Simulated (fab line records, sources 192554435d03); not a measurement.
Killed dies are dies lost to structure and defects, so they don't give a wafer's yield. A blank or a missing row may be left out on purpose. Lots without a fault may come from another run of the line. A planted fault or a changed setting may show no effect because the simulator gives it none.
fab line records | flow n5_finfet
record lots=7 wafers=21
route steps=1938 shown WELL_APT@40 PMOS_HMC_CHANNEL_EPI@57 FIN_CUT@157 DUMMY_GATE@224 SD_EPI_N@278 SD_ACTIVATION@330 SDB@350 HKMG_FIN@401
start_h: hours from the record's first day to the start of the lot's first wafer shown | wait_h: hours since the lot's step before | " the same as in the row above | L1.1+2: a row that stands for several wafers | - no value, or no start given | * or withheld: withheld | < > ~ a bound
route shown NAME@n: a module of which the file shows steps, and the number in the route of the first | usual: mean/standard deviation of fault-free wafers | same: alike in all rows | chamber/n: place in a boat | sites: the reading at each site | _std_site: their standard deviation | _edge_site: outer sites' mean less inner sites' | radius_mm: how far each site lies from the wafer's centre | mask NAME#n: copy n | behind: the tool/chamber that last shaped the wafer | hold: why the lot was held/for how many hours/how that ended | device: the transistor (n, p or np) that didn't switch | end of line: the same wafers' tests at the end of the route | a step without rows: its recipe alone | killed: dies lost to structure and defects at the first sort, not the wafer's yield | map: a wafer's dies, x killed, . not, _ none there
set.NAME: the setting as run; set.NAME@STEP: as run at that earlier step | model.NAME: the simulator's own value behind a step, which no gauge read
lots whose settings were changed on purpose; a table a step, a row a wafer
## steps
# step N5_WELL_APT_PEB_23
# recipe peb_temp_c=130 peb_time_s=90
# columns lot.wafer tool chamber start_h wait_h set.peb_temp_c
L074.3+5 litho_track-01 0 14.87 0.0 130
L074.4 " 0 " " 132
L076.1+4 litho_track-01 0 26.72 0.1 130
L076.6 " 0 " " 132.9
L082.1 litho_track-01 0 63.60 0.1 127.6
L082.3+6 " 0 " " 130
L088.2+6 litho_track-01 0 98.72 0.0 130
L088.4 " 0 " " 127.9
L089.1+2+6 litho_track-01 0 105.16 0.1 130
L091.2+4+6 litho_track-01 0 116.76 0.0 130
L094.1+2 litho_track-03 0 134.89 0.1 133.6
L094.6 " 0 " " 130
# step N5_WELL_APT_DEVELOP_24
# recipe develop_time_s=45 rinse_liquid=surfactant_rinse dry=air_spin dev_temp_c=21
# step N5_WELL_APT_HARDBAKE_29
# recipe temp_c=130 time_s=120
# step N5_WELL_APT_CD_MEAS_25
# recipe target_cd_nm=200 landing_energy_ev=500 detector=se_inlens
# usual cd_nm=199.1/2.6
# columns lot.wafer tool chamber start_h wait_h set.peb_temp_c@WELL_APT_PEB_23 cd_nm
L074.3 cd_sem-03 0 14.99 - 130 196.0
L074.4 " 0 " " 132 207.3
L074.5 " 0 " " 130 196.9
L076.1 cd_sem-02 0 26.84 - 130 197.5
L076.4 " 0 " " 130 199.0
L076.6 " 0 " " 132.9 212.6
L082.1 cd_sem-01 0 63.72 - 127.6 181.2
L082.3 " 0 " " 130 195.5
L082.6 " 0 " " 130 197.2
L088.2 cd_sem-03 0 98.84 - 130 195.3
L088.4 " 0 " " 127.9 185.3
L088.6 " 0 " " 130 195.1
L089.1 cd_sem-02 0 105.28 - 130 199.0
L089.2 " 0 " " 130 195.4
L089.6 " 0 " " 130 198.0
L091.2 cd_sem-02 0 116.87 - 130 197.4
L091.4 " 0 " " 130 195.1
L091.6 " 0 " " 130 197.3
L094.1 cd_sem-03 0 135.00 - 133.6 216.4
L094.2 " 0 " " 133.6 214.6
L094.6 " 0 " " 130 200.1
# step N5_WELL_APT_DESCUM_30
# recipe chemistry=O2 time_s=7.9 source_power_w=50 bias_power_w=20 pressure_mtorr=20 rf_frequency_hz=2.712e+07 temp_c=40 o2_flow_sccm=225
# columns lot.wafer tool chamber start_h wait_h set.time_s set.peb_temp_c@WELL_APT_PEB_23 model.WELL_APT.cd_nm
L074.3 rie_diel-06 0 15.08 0.0 7.9 130 195.9
L074.4 " 3 " " 9.498 132 207.5
L074.5 " 3 " " 7.9 130 196.5
L076.1 rie_diel-05 2 27.56 0.7 7.9 130 197.3
L076.4 " 3 " " 7.9 130 198.8
L076.6 " 1 " " 7.9 132.9 211.9
L082.1 rie_diel-06 1 63.89 0.1 7.9 127.6 180.7
L082.3 " 2 " " 7.9 130 195.9
L082.6 " 3 " " 7.404 130 197.2
L088.2 rie_diel-05 1 99.02 0.1 7.9 130 195.2
L088.4 " 2 " " 7.183 127.9 185.2
L088.6 " 1 " " 7.9 130 195
L089.1 rie_diel-03 3 105.37 0.0 7.9 130 199
L089.2 " 1 " " 7.9 130 195.9
L089.6 " 2 " " 7.9 130 198
L091.2 rie_diel-03 2 116.96 0.0 7.9 130 197.3
L091.4 " 3 " " 6.98 130 194.9
L091.6 " 2 " " 7.9 130 197.6
L094.1 rie_diel-05 3 135.09 0.0 7.9 133.6 216.5
L094.2 " 2 " " 7.9 133.6 214.1
L094.6 " 3 " " 7.9 130 200
# step N5_PMOS_HMC_CHANNEL_EPI_HM_DEP_34
# recipe material=SiO2 target_thk_a=360 temp_c=400 precursor=TEOS/O2 pressure_torr=6.5 rf_w=900 teos_flow_sccm=161.4 gas=O2 flow_sccm=2650 time_s=6.9
# columns lot.wafer tool chamber start_h wait_h set.time_s model.SiO2_of_PMOS_HMC_CHANNEL_EPI_HM_DEP_34.thk_nm
L074.3 pecvd-02 1 16.76 0.0 7.238 37.77
L074.4 " 2 " " 6.9 35.91
L074.5 " 1 " " 6.9 36.53
L076.1 pecvd-01 2 29.66 0.0 6.9 35.65
L076.4 " 1 " " 7.436 38.78
L076.6 " 0 " " 7.436 39.4
L082.1 pecvd-03 0 65.58 0.0 6.9 35.66
L082.3 " 1 " " 6.216 32.24
L082.6 " 0 " " 6.216 32.71
L088.2 pecvd-02 0 100.76 0.0 6.46 33.7
L088.4 " 1 " " 6.9 36.38
L088.6 " 0 " " 6.9 36.56
L089.1 pecvd-02 2 107.07 0.0 6.9 35.52
L089.2 " 1 " " 6.9 36.08
L089.6 " 0 " " 6.9 36.17
L091.2 pecvd-02 2 118.84 0.0 6.9 35.47
L091.4 " 2 " " 7.82 40.84
L091.6 " 1 " " 7.82 40.86
L094.1 pecvd-02 0 137.01 0.0 6.9 35.43
L094.2 " 2 " " 6.396 32.89
L094.6 " 1 " " 6.396 32.72
# step N5_PMOS_HMC_CHANNEL_EPI_DEVELOP_08
# recipe develop_time_s=30 developer=TMAH resist=CAR-ArF-block dev_temp_c=23 rinse_liquid=diw dry=air_spin
# columns lot.wafer tool chamber start_h wait_h set.develop_time_s
L074.3+4 litho_track-04 0 - - 35.46
L074.5 " 0 " " 30
L076.1+4+6 litho_track-05 0 - - 30
L082.1+3+6 litho_track-05 0 - - 30
L088.2+4 litho_track-05 0 - - 26.51
L088.6 " 0 " " 30
L089.1+2+6 litho_track-05 0 - - 30
L091.2+6 litho_track-05 0 - - 30
L091.4 " 0 " " 24.63
L094.1+2+6 litho_track-04 0 - - 30
# step N5_PMOS_HMC_CHANNEL_EPI_STRIP_17
# recipe chemistry=SPM time_s=750 temp_c=130 h2so4_h2o2_vol_ratio=4 dry=ipa_marangoni
# step N5_PMOS_HMC_CHANNEL_EPI_ETCH_38
# recipe chemistry=CF4 target=SiO2 target_depth_a=15 ion_energy_ev=350 pressure_mtorr=10 icp_w=800 bias_w=400 cf4_flow_sccm=80
# step N5_PMOS_HMC_CHANNEL_EPI_FIN_RECESS_16
# recipe chemistry=HBr/Cl2 target=Si mask_material=SiO2 target_depth_a=540 time_s=18 pressure_mtorr=10 icp_w=800 bias_w=75 HBr_flow_sccm=150 Cl2_flow_sccm=80
# columns lot.wafer tool chamber start_h wait_h set.time_s@PMOS_HMC_CHANNEL_EPI_HM_DEP_34 model.SiO2_of_PMOS_HMC_CHANNEL_EPI_HM_DEP_34.thk_nm
L074.3 rie_si-04 2 17.82 0.0 7.238 32.03
L074.4 " 1 " " 6.9 30.56
L074.5 " 3 " " 6.9 31.14
L076.1 rie_si-06 0 30.62 0.0 6.9 30.12
L076.4 " 1 " " 7.436 32.91
L076.6 " 0 " " 7.436 33.86
L082.1 rie_si-06 0 66.53 0.0 6.9 30.01
L082.3 " 2 " " 6.216 26.55
L082.6 " 3 " " 6.216 27.03
L088.2 rie_si-04 2 102.16 0.0 6.46 27.95
L088.4 " 1 " " 6.9 30.96
L088.6 " 0 " " 6.9 30.76
L089.1 rie_si-04 1 108.47 0.0 6.9 30.13
L089.2 " 3 " " 6.9 30.76
L089.6 " 3 " " 6.9 30.79
L091.2 rie_si-06 2 120.44 0.0 6.9 29.9
L091.4 " 1 " " 7.82 35
L091.6 " 3 " " 7.82 35.26
L094.1 rie_si-06 3 138.05 0.0 6.9 29.74
L094.2 " 2 " " 6.396 27.35
L094.6 " 0 " " 6.396 27.28
# step N5_FIN_CUT_COAT_02
# recipe resist=CAR-EUV spin_rpm=1500 resist_thk_nm=30
# columns lot.wafer tool chamber start_h wait_h set.spin_rpm model.CAR-EUV_of_FIN_CUT_COAT_02.thk_nm
L074.3+5 litho_track-04 0 - - 1500 30.2
L074.4 " 0 " " 1627 29
L076.1+6 litho_track-05 0 - - 1580 29.4
L076.4 " 0 " " 1580 29.6
L082.1+6 litho_track-05 0 - - 1500 30
L082.3 " 0 " " 1397 31.2
L088.2+4+6 litho_track-03 0 - - 1370 31.4
L089.1+2+6 litho_track-05 0 - - 1500 30
L091.2+4 litho_track-05 0 - - 1599 29.2
L091.6 " 0 " " 1500 30
L094.1+2+6 litho_track-03 0 - - 1500 30
# step N5_FIN_CUT_EBR_04
# recipe solvent=PGMEA ebr_width_mm=1.5
# step N5_FIN_CUT_SOFTBAKE_03
# recipe temp_c=110 time_s=60 resist=CAR-EUV
# step N5_FIN_CUT_EXPOSE_05
# recipe mask_id=FIN_CUT na=0.33 source_shape=annular sigma_inner=0.35 sigma_outer=0.8 polarization=unpolarized dose_mj=45.75
# step N5_FIN_CUT_PEB_06
# recipe peb_temp_c=100 peb_time_s=60 resist=CAR-EUV
# step N5_FIN_CUT_DEVELOP_07
# recipe develop_time_s=30 developer=TMAH resist=CAR-EUV rinse_liquid=surfactant_rinse dry=air_spin dev_temp_c=23
# columns lot.wafer tool chamber start_h wait_h set.spin_rpm@FIN_CUT_COAT_02 model.CAR-EUV_of_FIN_CUT_COAT_02.thk_nm
L074.3 litho_track-05 0 - - 1500 29.8
L074.4 " 0 " " 1627 28.6
L074.5 " 0 " " 1500 29.6
L076.1+4+6 litho_track-04 0 - - 1580 29
L082.1+6 litho_track-05 0 - - 1500 29.6
L082.3 " 0 " " 1397 30.6
L088.2+4+6 litho_track-03 0 - - 1370 31
L089.1+2+6 litho_track-04 0 - - 1500 29.6
L091.2 litho_track-05 0 - - 1599 28.8
L091.4 " 0 " " 1599 28.6
L091.6 " 0 " " 1500 29.6
L094.1+2+6 litho_track-03 0 - - 1500 29.6
# step N5_FIN_CUT_DESCUM_13
# recipe chemistry=O2 time_s=7 source_power_w=50 bias_power_w=20 pressure_mtorr=20 rf_frequency_hz=2.712e+07 temp_c=40 resist=CAR-EUV o2_flow_sccm=225
# step N5_FIN_CUT_ETCH_30
# recipe chemistry=N2/H2 target=underlayer target_depth_a=130 mask_material=CAR-EUV time_s=10.4 ion_energy_ev=200 pressure_mtorr=30 source_w=840 bias_w=150 n2_flow_sccm=200 h2_flow_sccm=200 ends=cleared
# columns lot.wafer tool chamber start_h wait_h set.spin_rpm@FIN_CUT_COAT_02 model.CAR-EUV_of_FIN_CUT_COAT_02.thk_nm
L074.3+5 rie_diel-01 3,2 27.19 0.0 1500 14.8
L074.4 " 3 " " 1627 13.6
L076.1+4+6 rie_diel-04 2,3,2 39.95 0.0 1580 14.2
L082.1 rie_diel-02 2 75.82 0.0 1500 14.4
L082.3 " 3 " " 1397 16
L082.6 " 1 " " 1500 14.6
L088.2 rie_diel-02 0 114.79 0.0 1370 16
L088.4 " 3 " " 1370 16.2
L088.6 " 0 " " 1370 15.8
L089.1+6 rie_diel-02 1 117.60 0.0 1500 14.6
L089.2 " 3 " " 1500 14.8
L091.2 rie_diel-02 3 131.08 0.0 1599 14
L091.4 " 1 " " 1599 13.6
L091.6 " 0 " " 1500 14.6
L094.1+2+6 rie_diel-01 2,0,0 146.95 0.0 1500 14.6
# step N5_DUMMY_GATE_COAT_28
# recipe resist=underlayer temp_c=205 time_s=60 spin_rpm=1500 resist_thk_nm=10
# columns lot.wafer tool chamber start_h wait_h set.spin_rpm model.underlayer_of_DUMMY_GATE_COAT_28.thk_nm
L074.3+5 litho_track-01 0 - - 1665 9.4
L074.4 " 0 " " 1500 10
L076.1+4 litho_track-02 0 - - 1500 10
L076.6 " 0 " " 1655 9.6
L082.1+6 litho_track-01 0 - - 1621 9.6
L082.3 " 0 " " 1500 10
L088.2 litho_track-02 0 - - 1590 9.6
L088.4 " 0 " " 1500 10
L088.6 " 0 " " 1590 9.8
L089.1+2+6 litho_track-05 0 - - 1500 10
L091.2+4+6 litho_track-05 0 - - 1500 10
L094.1+6 litho_track-05 0 - - 1500 10
L094.2 " 0 " " 1352 10.6
# step N5_SD_EPI_N_ETCH_45
# recipe chemistry=CH3F/O2 target=SiOCN target_depth_a=60 mask_material=SOC ion_energy_ev=60 bias_w=29 pressure_mtorr=15 source_w=410 Ar_flow_sccm=150 CH3F_flow_sccm=30 O2_flow_sccm=20
# columns lot.wafer tool chamber start_h wait_h set.target_depth_a model.etch.depth_nm
L074.3 rie_diel-06 3 52.56 0.1 60 5.745
L074.4 " 2 " " 66.01 6.544
L074.5 " 1 " " 66.01 6.466
L076.1 rie_diel-05 2 61.36 0.1 53.58 5.423
L076.4 " 0 " " 60 6.152
L076.6 " 3 " " 60 5.77
L082.1 rie_diel-05 1 102.88 0.1 60 5.904
L082.3 " 2 " " 60 6.105
L082.6 " 0 " " 60 6.05
L088.2 rie_diel-03 0 137.64 0.1 60 5.83
L088.4 " 2 " " 63.6 6.4
L088.6 " 3 " " 63.6 6.347
L089.1 rie_diel-06 2 142.27 0.1 60 5.88
L089.2 " 3 " " 60 5.852
L089.6 " 3 " " 60 5.861
L091.2 rie_diel-06 3 152.62 0.1 60 5.947
L091.4+6 " 1 " " 60 5.797
L094.1 rie_diel-06 0 170.61 0.1 60 5.997
L094.2 " 3 " " 60 5.855
L094.6 " 1 " " 60 5.709
# step N5_SD_EPI_N_EPI_21
# recipe material=Si:P dopant=P temp_c=680 pressure_torr=255 time_s=690
# columns lot.wafer tool chamber start_h wait_h set.time_s model.Si-P_of_SD_EPI_N_EPI_21.thk_nm
L074.3 epi_rpcvd-03 0 54.28 0.7 690 59.8
L074.4 " 0 " " 564.5 53.4
L074.5 " 0 " " 564.5 52.2
L076.1+6 epi_rpcvd-03 0 62.52 0.1 690 58.2
L076.4 " 0 " " 690 58.6
L082.1+3 epi_rpcvd-01 0 104.06 0.1 690 59.6
L082.6 " 0 105.46 1.4 690 59.4
L088.2 epi_rpcvd-01 0 139.49 0.5 690 61.4
L088.4 " 0 " " 690 60.8
L088.6 " 0 " " 690 60.2
L089.1 epi_rpcvd-03 0 143.47 0.1 690 59.2
L089.2+6 " 0 " " 690 58.6
L091.2 epi_rpcvd-01 0 154.34 0.5 690 59
L091.4 " 0 " " 690 59.4
L091.6 " 0 " " 690 59.8
L094.1 epi_rpcvd-03 0 171.77 0.1 690 60.6
L094.2 " 0 " " 690 59.6
L094.6 " 0 173.17 1.4 642.2 56.8
# step N5_SD_EPI_N_PRECLEAN_24
# recipe chemistry=O3/DIW time_s=60 temp_c=22 o3_ppm=10
# step N5_SD_ACTIVATION_RTA_00
# recipe temp_c=975 time_s=0 ambient=N2 idle_temp_c=600 ramp_up_c_per_s=150 ramp_down_c_per_s=60 cool_to_c=600
# step N5_SD_ACTIVATION_LSA_01
# recipe temp_c=1080 time_s=0.0008 ambient=N2
# step N5_SD_ACTIVATION_RS_MEAS_03
# recipe thk_meas_gauge=four-point-probe
# usual RS_SD_N=21.9/0.38 RS_SD_P=56.0/1.1
# columns lot.wafer tool chamber start_h wait_h set.time_s@SD_EPI_N_EPI_21 RS_SD_N[ohm/sq] RS_SD_P[ohm/sq]
L074.3 film_metro-02 - 62.34 0.2 690 21.5 57.1
L074.4 " - " " 564.5 24.1 58.2
L074.5 " - " " 564.5 24.8 57.5
L076.1 film_metro-02 - 69.48 0.2 690 22.5 55.4
L076.4 " - " " 690 22.0 56.9
L076.6 " - " " 690 22.0 57.1
L082.1 film_metro-02 - 111.64 0.2 690 21.8 56.4
L082.3 " - " " 690 21.9 57.5
L082.6 " - " " 690 21.9 57.0
L088.2 film_metro-02 - 146.64 0.2 690 21.1 56.8
L088.4 " - " " 690 21.4 56.1
L088.6 " - " " 690 21.2 56.6
L089.1 film_metro-01 - 150.56 0.2 690 21.9 56.4
L089.2 " - " " 690 22.0 56.3
L089.6 " - " " 690 22.3 56.6
L091.2 film_metro-01 - 161.87 0.2 690 22.1 56.5
L091.4 " - " " 690 21.7 56.7
L091.6 " - " " 690 21.6 56.6
L094.1 film_metro-02 - 178.92 0.2 690 21.3 55.6
L094.2 " - " " 690 21.7 56.1
L094.6 " - " " 642.2 22.9 56.1
# step N5_SDB_COAT_05
# recipe resist=CAR-ArF spin_rpm=1500 resist_thk_nm=90
# columns lot.wafer tool chamber start_h wait_h set.spin_rpm model.CAR-ArF_of_SDB_COAT_05.thk_nm
L074.3 litho_track-03 0 - - 1598 87.6
L074.4 " 0 " " 1598 87.2
L074.5 " 0 " " 1500 90.2
L076.1 litho_track-03 0 - - 1500 89.8
L076.4+6 " 0 " " 1500 90
L082.1 litho_track-03 0 - - 1395 94
L082.3 " 0 " " 1395 93.2
L082.6 " 0 " " 1395 93.6
L088.2 litho_track-03 0 - - 1617 87
L088.4 " 0 " " 1500 89.8
L088.6 " 0 " " 1617 86.8
L089.1+6 litho_track-03 0 - - 1500 90.2
L089.2 " 0 " " 1500 90.4
L091.2 litho_track-02 0 - - 1500 89.8
L091.4 " 0 " " 1500 90.2
L091.6 " 0 " " 1500 90
L094.1+6 litho_track-01 0 - - 1500 89.8
L094.2 " 0 " " 1500 89.6
# step N5_SDB_EBR_07
# recipe solvent=PGMEA ebr_width_mm=1.5
# step N5_SDB_SOFTBAKE_06
# recipe temp_c=110 time_s=60 resist=CAR-ArF
# step N5_SDB_EXPOSE_08
# recipe mask_id=SDB na=1.35 source_shape=conventional sigma_outer=0.5 polarization=unpolarized dose_mj=49.6
# step N5_SDB_PEB_09
# recipe peb_temp_c=withheld peb_time_s=60 resist=CAR-ArF
# step N5_SDB_DEVELOP_10
# recipe develop_time_s=30 developer=TMAH resist=CAR-ArF rinse_liquid=diw dry=air_spin dev_temp_c=23
# columns lot.wafer tool chamber start_h wait_h set.spin_rpm@SDB_COAT_05 model.CAR-ArF_of_SDB_COAT_05.thk_nm
L074.3 litho_track-03 0 - - 1598 85.8
L074.4 " 0 " " 1598 85.4
L074.5 " 0 " " 1500 88.4
L076.1+4 litho_track-03 0 - - 1500 88.2
L076.6 " 0 " " 1500 88.4
L082.1 litho_track-02 0 - - 1395 92.2
L082.3 " 0 " " 1395 91.4
L082.6 " 0 " " 1395 92
L088.2 litho_track-03 0 - - 1617 85.2
L088.4 " 0 " " 1500 88.2
L088.6 " 0 " " 1617 85
L089.1+6 litho_track-02 0 - - 1500 88.4
L089.2 " 0 " " 1500 88.8
L091.2+6 litho_track-01 0 - - 1500 88.2
L091.4 " 0 " " 1500 88.4
L094.1+2+6 litho_track-03 0 - - 1500 88
# step N5_SDB_DESCUM_16
# recipe chemistry=O2 time_s=7.9 source_power_w=50 bias_power_w=20 pressure_mtorr=20 rf_frequency_hz=2.712e+07 temp_c=40 resist=CAR-ArF o2_flow_sccm=225
# columns lot.wafer tool chamber start_h wait_h set.spin_rpm@SDB_COAT_05 model.CAR-ArF_of_SDB_COAT_05.thk_nm
L074.3 rie_diel-05 3 69.66 0.2 1598 81.2
L074.4 " 1 " " 1598 80.8
L074.5 " 1 " " 1500 83.6
L076.1+4 rie_diel-06 1,2 76.89 0.0 1500 83.4
L076.6 " 2 " " 1500 83.6
L082.1 rie_diel-03 2 119.74 0.2 1395 87.4
L082.3 " 3 " " 1395 86.8
L082.6 " 2 " " 1395 87
L088.2+6 rie_diel-05 1 153.96 0.0 1617 80.4
L088.4 " 3 " " 1500 83.4
L089.1+6 rie_diel-05 1,0 157.77 0.0 1500 83.6
L089.2 " 3 " " 1500 84
L091.2 rie_diel-03 1 169.03 0.0 1500 83.2
L091.4 " 2 " " 1500 83.6
L091.6 " 2 " " 1500 83.4
L094.1+2+6 rie_diel-03 2,0,1 186.40 0.0 1500 83.2
# step N5_SDB_ETCH_17
# recipe chemistry=CF4 target=SiARC target_depth_a=234 mask_material=CAR-ArF time_s=39 ion_energy_ev=80 pressure_mtorr=40 source_w=545 bias_w=36 Ar_flow_sccm=100 cf4_flow_sccm=100 ends=cleared
# columns lot.wafer tool chamber start_h wait_h set.spin_rpm@SDB_COAT_05 model.CAR-ArF_of_SDB_COAT_05.thk_nm
L074.3 rie_diel-05 3 69.69 0.0 1598 64.4
L074.4 " 1 " " 1598 64
L074.5 " 1 " " 1500 66.8
L076.1+4 rie_diel-06 1,2 76.93 0.0 1500 66.6
L076.6 " 2 " " 1500 66.8
L082.1 rie_diel-03 2 119.78 0.0 1395 70.6
L082.3 " 3 " " 1395 70
L082.6 " 2 " " 1395 70.4
L088.2 rie_diel-05 1 154.00 0.0 1617 63.8
L088.4 " 3 " " 1500 66.6
L088.6 " 1 " " 1617 63.6
L089.1+6 rie_diel-05 1,0 157.81 0.0 1500 66.8
L089.2 " 3 " " 1500 67.2
L091.2+6 rie_diel-03 1,2 169.08 0.0 1500 66.6
L091.4 " 2 " " 1500 66.8
L094.1+2+6 rie_diel-03 2,0,1 186.44 0.0 1500 66.4
# step N5_HKMG_FIN_DESCUM_53
# recipe chemistry=O2 time_s=7.9 source_power_w=50 bias_power_w=20 pressure_mtorr=20 rf_frequency_hz=2.712e+07 temp_c=40 resist=CAR-ArF o2_flow_sccm=225
# columns lot.wafer tool chamber start_h wait_h set.time_s model.CAR-ArF_of_HKMG_FIN_COAT_43.thk_nm
L074.3 rie_diel-05 3 75.57 0.0 7.9 83.4
L074.4 " 3 " " 7.9 83.6
L074.5 " 2 " " 7.058 83.8
L076.1 rie_diel-05 0 82.84 0.1 8.832 83.2
L076.4 " 0 " " 7.9 83.6
L076.6 " 2 " " 8.832 82.8
L082.1+3 rie_diel-03 3,1 126.46 0.5 7.9 83.4
L082.6 " 1 " " 7.059 83.8
L088.2 rie_diel-06 3 159.55 0.1 7.9 83.6
L088.4+6 " 0,2 " " 7.9 83.4
L089.1 rie_diel-06 0 163.32 0.1 7.9 83.6
L089.2 " 2 " " 7.9 84.2
L089.6 " 2 " " 7.9 83.8
L091.2 rie_diel-06 0 175.33 0.0 9.645 82.2
L091.4 " 1 " " 7.9 84
L091.6 " 0 " " 7.9 83.6
L094.1+6 rie_diel-05 1,0 191.82 0.0 9.296 82.8
L094.2 " 3 " " 7.9 83.8
## key
split step=N5_WELL_APT_PEB_23 setting=peb_temp_c stated=130 by=wafer
response step=N5_WELL_APT_CD_MEAS_25 reading=cd_nm change=+6.44 per=1% r=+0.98
response step=N5_WELL_APT_DESCUM_30 reading=model.WELL_APT.cd_nm change=+6.47 per=1% r=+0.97
split step=N5_WELL_APT_DESCUM_30 setting=time_s stated=7.9 by=wafer
response none clear
split step=N5_PMOS_HMC_CHANNEL_EPI_HM_DEP_34 setting=time_s stated=6.9 by=wafer
response step=N5_PMOS_HMC_CHANNEL_EPI_HM_DEP_34 reading=model.SiO2_of_PMOS_HMC_CHANNEL_EPI_HM_DEP_34.thk_nm change=+0.384 per=1% r=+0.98
response step=N5_PMOS_HMC_CHANNEL_EPI_FIN_RECESS_16 reading=model.SiO2_of_PMOS_HMC_CHANNEL_EPI_HM_DEP_34.thk_nm change=+0.372 per=1% r=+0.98
split step=N5_PMOS_HMC_CHANNEL_EPI_DEVELOP_08 setting=develop_time_s stated=30 by=wafer
response none clear
split step=N5_FIN_CUT_COAT_02 setting=spin_rpm stated=1500 by=wafer
response step=N5_FIN_CUT_COAT_02 reading=model.CAR-EUV_of_FIN_CUT_COAT_02.thk_nm change=-0.146 per=1% r=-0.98
response step=N5_FIN_CUT_DEVELOP_07 reading=model.CAR-EUV_of_FIN_CUT_COAT_02.thk_nm change=-0.136 per=1% r=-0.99
response step=N5_FIN_CUT_ETCH_30 reading=model.CAR-EUV_of_FIN_CUT_COAT_02.thk_nm change=-0.159 per=1% r=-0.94
split step=N5_DUMMY_GATE_COAT_28 setting=spin_rpm stated=1500 by=wafer
response step=N5_DUMMY_GATE_COAT_28 reading=model.underlayer_of_DUMMY_GATE_COAT_28.thk_nm change=-0.0509 per=1% r=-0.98
split step=N5_SD_EPI_N_ETCH_45 setting=target_depth_a stated=60 by=wafer
response step=N5_SD_EPI_N_ETCH_45 reading=model.etch.depth_nm change=+0.0663 per=1% r=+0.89
split step=N5_SD_EPI_N_EPI_21 setting=time_s stated=690 by=wafer
response step=N5_SD_EPI_N_EPI_21 reading=model.Si-P_of_SD_EPI_N_EPI_21.thk_nm change=+0.396 per=1% r=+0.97
response step=N5_SD_ACTIVATION_RS_MEAS_03 reading=RS_SD_N change=-0.168 per=1% r=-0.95
split step=N5_SDB_COAT_05 setting=spin_rpm stated=1500 by=wafer
response step=N5_SDB_COAT_05 reading=model.CAR-ArF_of_SDB_COAT_05.thk_nm change=-0.395 per=1% r=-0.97
response step=N5_SDB_DEVELOP_10 reading=model.CAR-ArF_of_SDB_COAT_05.thk_nm change=-0.41 per=1% r=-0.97
response step=N5_SDB_DESCUM_16 reading=model.CAR-ArF_of_SDB_COAT_05.thk_nm change=-0.39 per=1% r=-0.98
response step=N5_SDB_ETCH_17 reading=model.CAR-ArF_of_SDB_COAT_05.thk_nm change=-0.383 per=1% r=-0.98
split step=N5_HKMG_FIN_DESCUM_53 setting=time_s stated=7.9 by=wafer
response step=N5_HKMG_FIN_DESCUM_53 reading=model.CAR-ArF_of_HKMG_FIN_COAT_43.thk_nm change=-0.0579 per=1% r=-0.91
